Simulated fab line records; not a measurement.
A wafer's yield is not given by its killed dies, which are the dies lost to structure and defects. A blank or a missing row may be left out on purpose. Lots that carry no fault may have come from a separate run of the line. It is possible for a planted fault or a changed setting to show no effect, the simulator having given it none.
Problem report, 8D (eight disciplines) form, completed by code    flow n5_finfet    the parts of the form that need people (team, actions taken, sign-off) are left out

1. WHAT WENT WRONG
COMB_M2_max_site at N5_BEOL_M4_RC_MEAS_101 reads a mean of 2.4e-10 S/m on 2 wafers of 1 lot; wafers without a fault read 8.2e-11 S/m with a standard deviation of 1.7e-11. That is +9.3 standard deviations from the usual mean.
Earliest sighting: wafer L147.1 on prober-01 at day 10 01:29. The record has a number at this step for 30 wafers belonging to 10 lots. Rule for "out", or "out of limits": more than 4 standard deviations from the usual mean. The rest of the wafers with a number are treated as sound.

2. WHAT IT IS, WHAT IT ISN'T
question                     is                 is not
which readings at this step  COMB_M2_max_site   ION_N, ION_P, SS_N
which lots                   L147               L141, L142, L146, L153, L154, L155, L158, L159, L160
which wafers of those lots   L147.1, L147.5     L147.4
read on which gauges         prober-01          prober-02
when                         from day 10 01:29  up to then (10 sound wafers); but 18 sound wafers of L153, L154, L155, L158, L159, L160 came after

3. WHAT RULES OUT EACH SUSPECT
Counting: any tool at a process step up to the reading remains a suspect provided it ran every lot that is out. Sound lots after the first of them don't rule it out here, since some wafers of a struck lot are sound.
- the gauge at N5_BEOL_M4_RC_MEAS_101: kept. All the wafers that are out were read on prober-01, and no step on other tools shows them out.
- ald_metal-02 at N5_BEOL_M2_ALD_84 (deposits TaN, pulse time 2 s, purge time 3 s, co reactant purge time 2 s): kept. L147, the lot that is out, went through it at day 8 17:23; up to then, the latest sound lot through it was L146 at day 8 13:25.
- pvd_sputter-02 at N5_BEOL_M4_ANNEAL_91 (time 240 s): kept. It ran the lot that is out, L147 (day 9 23:05).
- pvd_sputter-02 at N5_BEOL_M4_SPUTTER_92 (material Cu, target thk 4.5 nm, time 8.29 s): kept. It ran the lot that is out, L147 (day 9 23:13).
- rtp_anneal-02 at N5_BEOL_M4_ANNEAL_51 (time 90 s): kept. L147, the lot that is out, went through it at day 9 23:53; up to then, the latest sound lot through it was L146 at day 9 23:40.
- Within ald_metal-02 at N5_BEOL_M2_ALD_84, the wafers that are out were processed in chamber 1 and their sound lot-mates in chamber 0.
Left after counting: ald_metal-02 at N5_BEOL_M2_ALD_84, pvd_sputter-02 at N5_BEOL_M4_ANNEAL_91, pvd_sputter-02 at N5_BEOL_M4_SPUTTER_92, rtp_anneal-02 at N5_BEOL_M4_ANNEAL_51, prober-01 at N5_BEOL_M4_RC_MEAS_101.

4. THE CAUSE (what the simulator had put in)
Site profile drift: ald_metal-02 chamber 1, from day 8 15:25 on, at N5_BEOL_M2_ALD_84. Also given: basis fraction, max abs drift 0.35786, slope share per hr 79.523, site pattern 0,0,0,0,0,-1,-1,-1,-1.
5 suspects survive the count, and this tool is in that group.

5. SEQUENCE OF EFFECTS, ordered by route
One row per reading whose mean, taken over the struck wafers that have a number, lies over 3 standard deviations from the usual. Only readings whose record carries a usual standard deviation are examined. hours: median over the lots of the time between each lot's start at the first step of this table that gives one and its start at this step. sigmas: the change, counted in usual standard deviations.
hours  step                     reading           usual        on struck wafers  change    sigmas
0      N5_BEOL_M4_RC_MEAS_101   COMB_M2_max_site  8.2e-11 S/m  2.4e-10           +1.6e-10  +9.3
113    N5_PASSIVATION_PROBE_49  killed_on_rim     14           32                +18       +4.1
Process steps it contains:
- N5_PASSIVATION_PROBE_49

6. WHAT WOULD HAVE CAUGHT IT SOONER
34 hours passed between the start of the fault at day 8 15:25 and the first reading out of limits at a measuring or inspecting step in this record, taken at day 10 01:29.
Of the tool readings at N5_BEOL_M2_ALD_84 for which the record gives a usual standard deviation, none was out on any struck wafer, so an alarm limit of 4 standard deviations on them would not have fired.
The start of N5_BEOL_M2_ALD_84 on ald_metal-02 came by day 10 01:29 for every one of the lots that are out (1). A hold on the tool at that time would have spared none of them.
